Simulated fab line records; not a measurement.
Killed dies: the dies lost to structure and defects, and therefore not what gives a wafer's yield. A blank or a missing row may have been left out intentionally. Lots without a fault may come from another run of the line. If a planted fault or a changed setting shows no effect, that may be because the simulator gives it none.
fab line records + flow nandHarc
record:
- lots: 6
- wafers: 18
- lastDay: 24
route steps=1159 shown A_ONON_D1@428 END@1159
lots untouched by any fault: they come from a run of this same line in which no faults occurred
startH: hours from the record's opening day to when the first of the lot's shown wafers began + waitH: hours elapsed since this lot's preceding step + " same as the row above + L1.1+2: a row that stands for several wafers + - no value, or no start was given + * or withheld: withheld + < > ~ a bound
route shown NAME@n: names a module that has steps shown in the file, with the first one's number in the route + usual: mean/standard deviation of fault-free wafers + same: alike in all rows + chamber/n: place in a boat + sites: per-site readings + _std_site: standard deviation across them + _edge_site: inner sites' mean taken away from outer sites' mean + radiusMm: how far each site lies from the wafer's centre + mask NAME#n: copy n + behind: tool/chamber where the wafer was last shaped + hold: why the lot went on hold/how many hours it stayed there/how the hold came to an end + device: the n, p or np transistor that did not switch + end of line: at the end of the route, the tests of the same wafers + a step with no rows: only its recipe + killed: at the first sort, the dies lost to defects and structure; wafer yield is something else + map: the dies of a wafer, with x for killed, . for not killed, _ for no die there
set.NAME: the run value of the setting; set.NAME@STEP: its run value at that earlier step + model.NAME: the simulator's own value behind a step, which no gauge read
a table for each step, a row for each wafer; lots at some steps of the route
services: when a tool's chamber went out of use (startH, in hours from the record's first day, below 0 if earlier), for how many hours, and the reason
== steps ==
step: NHARC_A_ONON_D1_DEP_06
recipe:
- targetThkA: 10000
- n2FlowSccm: 2750
- n2oFlowSccm: 2000
- nh3FlowSccm: 500
- sih4FlowSccm: 210
- tempC: 400
step: NHARC_A_ONON_D1_THK_MEAS_08
recipe:
- thkMeasGauge: ellipsometry
usual:
- thkNm: 999/11
| lot.wafer | tool         | chamber | startH | waitH | thkNm |
|-----------|--------------|---------|--------|-------|-------|
| L842.2    | filmMetro-01 | -       | 165.33 | -     | 997   |
| L842.4    | "            | -       | "      | "     | 997   |
| L842.5    | "            | -       | "      | "     | 998   |
| L845.1    | filmMetro-02 | -       | 182.70 | -     | 997   |
| L845.3    | "            | -       | "      | "     | 996   |
| L845.5    | "            | -       | "      | "     | 993   |
| L852.2    | filmMetro-02 | -       | 222.27 | -     | 1011  |
| L852.3    | "            | -       | "      | "     | 1010  |
| L852.4    | "            | -       | "      | "     | 1011  |
| L855.1    | filmMetro-01 | -       | 233.19 | -     | 984   |
| L855.2    | "            | -       | "      | "     | 984   |
| L855.6    | "            | -       | "      | "     | 982   |
| L859.1    | filmMetro-02 | -       | 259.26 | -     | 996   |
| L859.2    | "            | -       | "      | "     | 994   |
| L859.6    | "            | -       | "      | "     | 994   |
| L864.2    | filmMetro-01 | -       | 291.13 | -     | 1006  |
| L864.4    | "            | -       | "      | "     | 1006  |
| L864.6    | "            | -       | "      | "     | 1005  |
step: NHARC_A_ONON_D1_DEP_09
recipe:
- targetThkA: 10000
- n2FlowSccm: 2750
- n2oFlowSccm: 2000
- nh3FlowSccm: 500
- sih4FlowSccm: 210
- tempC: 400
step: NHARC_A_ONON_D1_THK_MEAS_11
recipe:
- thkMeasGauge: ellipsometry
usual:
- thkNm: 999/11
| lot.wafer | tool         | chamber | startH | waitH | thkNm |
|-----------|--------------|---------|--------|-------|-------|
| L842.2    | filmMetro-01 | -       | 165.90 | -     | 974   |
| L842.4    | "            | -       | "      | "     | 973   |
| L842.5    | "            | -       | "      | "     | 973   |
| L845.1    | filmMetro-02 | -       | 183.27 | -     | 1006  |
| L845.3    | "            | -       | "      | "     | 1006  |
| L845.5    | "            | -       | "      | "     | 1007  |
| L852.2    | filmMetro-02 | -       | 222.84 | -     | 991   |
| L852.3    | "            | -       | "      | "     | 992   |
| L852.4    | "            | -       | "      | "     | 991   |
| L855.1    | filmMetro-02 | -       | 233.75 | -     | 1007  |
| L855.2    | "            | -       | "      | "     | 1008  |
| L855.6    | "            | -       | "      | "     | 1007  |
| L859.1    | filmMetro-01 | -       | 259.88 | -     | 982   |
| L859.2    | "            | -       | "      | "     | 980   |
| L859.6    | "            | -       | "      | "     | 981   |
| L864.2    | filmMetro-01 | -       | 291.70 | -     | 988   |
| L864.4    | "            | -       | "      | "     | 987   |
| L864.6    | "            | -       | "      | "     | 989   |
step: NHARC_A_ONON_D1_DEP_12
recipe:
- targetThkA: 10000
- n2FlowSccm: 2750
- n2oFlowSccm: 2000
- nh3FlowSccm: 500
- sih4FlowSccm: 210
- tempC: 400
step: NHARC_A_ONON_D1_THK_MEAS_14
recipe:
- thkMeasGauge: ellipsometry
usual:
- thkNm: 1000/12
| lot.wafer | tool         | chamber | startH | waitH | thkNm |
|-----------|--------------|---------|--------|-------|-------|
| L842.2    | filmMetro-02 | -       | 166.49 | -     | 1000  |
| L842.4    | "            | -       | "      | "     | 1001  |
| L842.5    | "            | -       | "      | "     | 998   |
| L845.1    | filmMetro-02 | -       | 183.84 | -     | 977   |
| L845.3    | "            | -       | "      | "     | 980   |
| L845.5    | "            | -       | "      | "     | 980   |
| L852.2    | filmMetro-01 | -       | 223.41 | -     | 1012  |
| L852.3    | "            | -       | "      | "     | 1012  |
| L852.4    | "            | -       | "      | "     | 1012  |
| L855.1    | filmMetro-02 | -       | 234.32 | -     | 989   |
| L855.2    | "            | -       | "      | "     | 987   |
| L855.6    | "            | -       | "      | "     | 989   |
| L859.1    | filmMetro-01 | -       | 260.47 | -     | 996   |
| L859.2    | "            | -       | "      | "     | 998   |
| L859.6    | "            | -       | "      | "     | 998   |
| L864.2    | filmMetro-02 | -       | 292.27 | -     | 1030  |
| L864.4    | "            | -       | "      | "     | 1031  |
| L864.6    | "            | -       | "      | "     | 1030  |
step: NHARC_A_ONON_D1_ANNEAL_15
recipe:
- tempC: 750
- timeS: 3600
step: NHARC_A_ONON_D1_DEP_16
recipe:
- targetThkA: 10000
- n2FlowSccm: 2750
- n2oFlowSccm: 2000
- nh3FlowSccm: 500
- sih4FlowSccm: 210
- tempC: 400
step: NHARC_A_ONON_D1_THK_MEAS_18
recipe:
- thkMeasGauge: ellipsometry
usual:
- thkNm: 1002/13
| lot.wafer | tool         | chamber | startH | waitH | thkNm |
|-----------|--------------|---------|--------|-------|-------|
| L842.2    | filmMetro-02 | -       | 175.54 | -     | 1006  |
| L842.4    | "            | -       | "      | "     | 1006  |
| L842.5    | "            | -       | "      | "     | 1004  |
| L845.1    | filmMetro-02 | -       | 190.95 | -     | 1000  |
| L845.3    | "            | -       | "      | "     | 1000  |
| L845.5    | "            | -       | "      | "     | 1001  |
| L852.2    | filmMetro-01 | -       | 230.56 | -     | 999   |
| L852.3    | "            | -       | "      | "     | 999   |
| L852.4    | "            | -       | "      | "     | 998   |
| L855.1    | filmMetro-02 | -       | 241.44 | -     | 1005  |
| L855.2    | "            | -       | "      | "     | 1006  |
| L855.6    | "            | -       | "      | "     | 1007  |
| L859.1    | filmMetro-01 | -       | 268.14 | -     | 1007  |
| L859.2    | "            | -       | "      | "     | 1011  |
| L859.6    | "            | -       | "      | "     | 1009  |
| L864.2    | filmMetro-02 | -       | 299.32 | -     | 992   |
| L864.4    | "            | -       | "      | "     | 991   |
| L864.6    | "            | -       | "      | "     | 993   |
step: NHARC_A_ONON_D1_DEP_19
recipe:
- targetThkA: 10000
- n2FlowSccm: 2750
- n2oFlowSccm: 2000
- nh3FlowSccm: 500
- sih4FlowSccm: 210
- tempC: 400
step: NHARC_A_ONON_D1_THK_MEAS_21
recipe:
- thkMeasGauge: ellipsometry
usual:
- thkNm: 1001/10
| lot.wafer | tool         | chamber | startH | waitH | thkNm |
|-----------|--------------|---------|--------|-------|-------|
| L842.2    | filmMetro-02 | -       | 176.10 | -     | 1013  |
| L842.4    | "            | -       | "      | "     | 1014  |
| L842.5    | "            | -       | "      | "     | 1013  |
| L845.1    | filmMetro-01 | -       | 191.52 | -     | 1006  |
| L845.3    | "            | -       | "      | "     | 1005  |
| L845.5    | "            | -       | "      | "     | 1006  |
| L852.2    | filmMetro-02 | -       | 231.13 | -     | 993   |
| L852.3    | "            | -       | "      | "     | 992   |
| L852.4    | "            | -       | "      | "     | 991   |
| L855.1    | filmMetro-01 | -       | 242.01 | -     | 1005  |
| L855.2    | "            | -       | "      | "     | 1001  |
| L855.6    | "            | -       | "      | "     | 1003  |
| L859.1    | filmMetro-01 | -       | 268.71 | -     | 1002  |
| L859.2    | "            | -       | "      | "     | 1005  |
| L859.6    | "            | -       | "      | "     | 1001  |
| L864.2    | filmMetro-02 | -       | 299.88 | -     | 994   |
| L864.4    | "            | -       | "      | "     | 994   |
| L864.6    | "            | -       | "      | "     | 994   |
step: NHARC_A_ONON_D1_DEP_22
recipe:
- targetThkA: 10000
- n2FlowSccm: 2750
- n2oFlowSccm: 2000
- nh3FlowSccm: 500
- sih4FlowSccm: 210
- tempC: 400
| lot.wafer  | tool         | chamber | startH | waitH |
|------------|--------------|---------|--------|-------|
| L842.2+4+5 | pecvdOnon-02 | 0       | 176.22 | 0.1   |
| L845.1+3+5 | pecvdOnon-01 | 0       | 191.57 | 0.1   |
| L852.2+3+4 | pecvdOnon-02 | 0       | 231.24 | 0.1   |
| L855.1+2+6 | pecvdOnon-02 | 0       | 242.06 | 0.1   |
| L859.1+2+6 | pecvdOnon-01 | 0       | 268.77 | 0.1   |
| L864.2+4+6 | pecvdOnon-03 | 0       | 299.99 | 0.1   |
step: NHARC_A_ONON_D1_THK_MEAS_24
recipe:
- thkMeasGauge: ellipsometry
usual:
- thkNm: 1001/8.9
| lot.wafer | tool         | chamber | startH | waitH | thkNm |
|-----------|--------------|---------|--------|-------|-------|
| L842.2    | filmMetro-02 | -       | 176.67 | -     | 1007  |
| L842.4    | "            | -       | "      | "     | 1008  |
| L842.5    | "            | -       | "      | "     | 1007  |
| L845.1    | filmMetro-02 | -       | 192.11 | -     | 1000  |
| L845.3    | "            | -       | "      | "     | 1001  |
| L845.5    | "            | -       | "      | "     | 1002  |
| L852.2    | filmMetro-02 | -       | 231.69 | -     | 1534  |
| L852.3    | "            | -       | "      | "     | 1535  |
| L852.4    | "            | -       | "      | "     | 1535  |
| L855.1    | filmMetro-01 | -       | 242.57 | -     | 1539  |
| L855.2    | "            | -       | "      | "     | 1537  |
| L855.6    | "            | -       | "      | "     | 1540  |
| L859.1    | filmMetro-01 | -       | 269.29 | -     | 979   |
| L859.2    | "            | -       | "      | "     | 982   |
| L859.6    | "            | -       | "      | "     | 980   |
| L864.2    | filmMetro-01 | -       | 300.44 | -     | 1004  |
| L864.4    | "            | -       | "      | "     | 1006  |
| L864.6    | "            | -       | "      | "     | 1006  |
step: NHARC_A_ONON_D1_DEP_25
recipe:
- targetThkA: 10000
- n2FlowSccm: 2750
- n2oFlowSccm: 2000
- nh3FlowSccm: 500
- sih4FlowSccm: 210
- tempC: 400
step: NHARC_END_SORT_01
recipe:
- tempC: 25
usual:
- killedAtArray: 29/11
- killedAtOther: 0.7/1.1
- killedAtPeriphery: 3.1/2
- killedDies: 33/11
- killedOpen: 3.5/1.8
- killedShort: 2.0/1.4
same:
- grossDies: 677
| lot.wafer | tool      | chamber | startH | waitH | killedAtArray | killedAtOther | killedAtPeriphery | killedDies | killedOpen | killedShort |
|-----------|-----------|---------|--------|-------|---------------|---------------|-------------------|------------|------------|-------------|
| L855.1    | prober-02 | 0       | 518.19 | 2.5   | 676           | 0             | 1                 | 677        | 4          | 3           |
| L855.2    | prober-02 | 0       | 518.99 | 2.8   | 671           | 1             | 5                 | 677        | 5          | 3           |
| L855.6    | prober-02 | 0       | 522.21 | 4.0   | 674           | 0             | 3                 | 677        | 8          | 2           |
| L852.2    | prober-01 | 0       | 518.96 | 2.8   | 667           | 1             | 9                 | 677        | 4          | 2           |
| L852.3    | prober-01 | 0       | 519.75 | 3.1   | 675           | 0             | 2                 | 677        | 3          | 0           |
| L852.4    | prober-01 | 0       | 520.53 | 3.4   | 673           | 1             | 3                 | 677        | 3          | 4           |
killed by level:class
L855.1 A_ONON_D1:areaDep=645 A_SLIT:chamberFilmFlake=12 A_CHANNEL_HOLE_D1:chamberFilmFlake=5 A_STAIRCASE:chamberFilmFlake=5 A_WL_FILL:geometricParticle:short=2 A_WL_FILL:chamberFilmFlake=2 A_ONON_D1:geometricParticle:short=1 A_CHANNEL_FILL_D1:geometricParticle:open=1
L852.2 A_ONON_D1:areaDep=637 A_SLIT:chamberFilmFlake=12 P_ZERO_WELL:chamberFilmFlake=8 A_CHANNEL_HOLE_D1:chamberFilmFlake=5 A_STAIRCASE:chamberFilmFlake=4 A_CONTACT:chamberFilmFlake=3 A_CONTACT:geometricParticle:open=2 A_SOURCE_PLATE:geometricParticle:open=1
L855.2 A_ONON_D1:areaDep=646 A_SLIT:chamberFilmFlake=10 A_CHANNEL_HOLE_D1:chamberFilmFlake=6 A_STAIRCASE:chamberFilmFlake=5 A_ONON_D1:geometricParticle:open=2 P_ZERO_WELL:chamberFilmFlake=2 P_GATE:geometricParticle:open=1 P_M0:geometricParticle:open=1
L852.3 A_ONON_D1:areaDep=646 A_SLIT:chamberFilmFlake=15 A_CONTACT:chamberFilmFlake=5 A_CHANNEL_HOLE_D1:chamberFilmFlake=4 P_ZERO_WELL:chamberFilmFlake=2 A_STAIRCASE:chamberFilmFlake=2 A_SOURCE_PLATE:geometricParticle:open=1 A_WL_FILL:geometricParticle:open=1
L852.4 A_ONON_D1:areaDep=636 A_SLIT:chamberFilmFlake=13 A_STAIRCASE:chamberFilmFlake=7 A_CHANNEL_HOLE_D1:chamberFilmFlake=6 A_CONTACT:chamberFilmFlake=4 A_CONTACT:geometricParticle:short=2 P_ZERO_WELL:chamberFilmFlake=2 P_GATE:geometricParticle:short=1
L855.6 A_ONON_D1:areaDep=645 A_SLIT:chamberFilmFlake=12 A_CHANNEL_FILL_D1:geometricParticle:open=4 A_STAIRCASE:chamberFilmFlake=4 A_CHANNEL_HOLE_D1:chamberFilmFlake=3 P_M0:geometricParticle:open=2 A_WL_FILL:chamberFilmFlake=2 P_CONTACT:geometricParticle:open=1
map L852.2 (x killed, . not)
____________x____________
_________xxxxxxx_________
_______xxxxxxxxxxx_______
______xxxxxxxxxxxxx______
_____xxxxxxxxxxxxxxx_____
____xxxxxxxxxxxxxxxxx____
____xxxxxxxxxxxxxxxxx____
___xxxxxxxxxxxxxxxxxxx___
___xxxxxxxxxxxxxxxxxxx___
__xxxxxxxxxxxxxxxxxxxxx__
__xxxxxxxxxxxxxxxxxxxxx__
_xxxxxxxxxxxxxxxxxxxxxxx_
_xxxxxxxxxxxxxxxxxxxxxxx_
_xxxxxxxxxxxxxxxxxxxxxxx_
_xxxxxxxxxxxxxxxxxxxxxxx_
_xxxxxxxxxxxxxxxxxxxxxxx_
xxxxxxxxxxxxxxxxxxxxxxxxx
xxxxxxxxxxxxxxxxxxxxxxxxx
xxxxxxxxxxxxxxxxxxxxxxxxx
xxxxxxxxxxxxxxxxxxxxxxxxx
xxxxxxxxxxxxxxxxxxxxxxxxx
_xxxxxxxxxxxxxxxxxxxxxxx_
_xxxxxxxxxxxxxxxxxxxxxxx_
_xxxxxxxxxxxxxxxxxxxxxxx_
_xxxxxxxxxxxxxxxxxxxxxxx_
_xxxxxxxxxxxxxxxxxxxxxxx_
__xxxxxxxxxxxxxxxxxxxxx__
__xxxxxxxxxxxxxxxxxxxxx__
___xxxxxxxxxxxxxxxxxxx___
___xxxxxxxxxxxxxxxxxxx___
____xxxxxxxxxxxxxxxxx____
____xxxxxxxxxxxxxxxxx____
_____xxxxxxxxxxxxxxx_____
______xxxxxxxxxxxxx______
_______xxxxxxxxxxx_______
_________xxxxxxx_________
____________x____________
map L855.1 (x killed, . not)
____________x____________
_________xxxxxxx_________
_______xxxxxxxxxxx_______
______xxxxxxxxxxxxx______
_____xxxxxxxxxxxxxxx_____
____xxxxxxxxxxxxxxxxx____
____xxxxxxxxxxxxxxxxx____
___xxxxxxxxxxxxxxxxxxx___
___xxxxxxxxxxxxxxxxxxx___
__xxxxxxxxxxxxxxxxxxxxx__
__xxxxxxxxxxxxxxxxxxxxx__
_xxxxxxxxxxxxxxxxxxxxxxx_
_xxxxxxxxxxxxxxxxxxxxxxx_
_xxxxxxxxxxxxxxxxxxxxxxx_
_xxxxxxxxxxxxxxxxxxxxxxx_
_xxxxxxxxxxxxxxxxxxxxxxx_
xxxxxxxxxxxxxxxxxxxxxxxxx
xxxxxxxxxxxxxxxxxxxxxxxxx
xxxxxxxxxxxxxxxxxxxxxxxxx
xxxxxxxxxxxxxxxxxxxxxxxxx
xxxxxxxxxxxxxxxxxxxxxxxxx
_xxxxxxxxxxxxxxxxxxxxxxx_
_xxxxxxxxxxxxxxxxxxxxxxx_
_xxxxxxxxxxxxxxxxxxxxxxx_
_xxxxxxxxxxxxxxxxxxxxxxx_
_xxxxxxxxxxxxxxxxxxxxxxx_
__xxxxxxxxxxxxxxxxxxxxx__
__xxxxxxxxxxxxxxxxxxxxx__
___xxxxxxxxxxxxxxxxxxx___
___xxxxxxxxxxxxxxxxxxx___
____xxxxxxxxxxxxxxxxx____
____xxxxxxxxxxxxxxxxx____
_____xxxxxxxxxxxxxxx_____
______xxxxxxxxxxxxx______
_______xxxxxxxxxxx_______
_________xxxxxxx_________
____________x____________
== services ==
| tool         | chamber | startH | hours | kind   |
|--------------|---------|--------|-------|--------|
| pecvdOnon-03 | -       | 153.33 | 13.0  | pm     |
| pecvdOnon-01 | -       | 195.00 | 13.0  | pm     |
| pecvdOnon-01 | -       | 231.01 | 8.7   | repair |
| pecvdOnon-01 | -       | 241.36 | 5.8   | repair |
| pecvdOnon-02 | -       | 278.82 | 0.2   | repair |
| pecvdOnon-02 | -       | 292.36 | 13.0  | pm     |
== key ==
firstSign:
- step: NHARC_A_ONON_D1_THK_MEAS_24
- reading: thkNm
- direction: up
- sigmas: 60
- usual: 1001
- struck: 1537
effect:
- step: NHARC_END_SORT_01
- reading: killedDies
- direction: up
- sigmas: 61
- usual: 33
- struck: 677
moreKillsBornAt:
- NHARC_A_ONON_D1_DEP_22@pecvdOnon-02: 3855
metAt NHARC_A_ONON_D1_DEP_22
struckWafers L852.2,L852.3,L852.4,L855.1,L855.2,L855.6
laterRowsLeftOut L852.2,L852.3,L852.4,L855.1,L855.2,L855.6
testerLeftOut L852,L855
onsetBetween 176.22 231.24
fault:
- kind: processParameterDrift
- tool: pecvdOnon-02
- chamber: 0
- onsetH: 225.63
- steps: NHARC_A_ONON_D1_DEP_22
- channel: targetThkA
- offset: *
- shape: step
- endH: 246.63
- actsIn: *
- stated: *
testerLeftOut: of these lots the tester's yield and bins aren't shown, on N5 and GAA mostly nor the transistor test; their killed dies are dies lost to structure and defects alone, not to doping, threshold or leakage, so they don't give the yield
laterRowsLeftOut: the simulator's readings of these wafers behind a module that went badly wrong aren't trusted and aren't shown, but for the sort
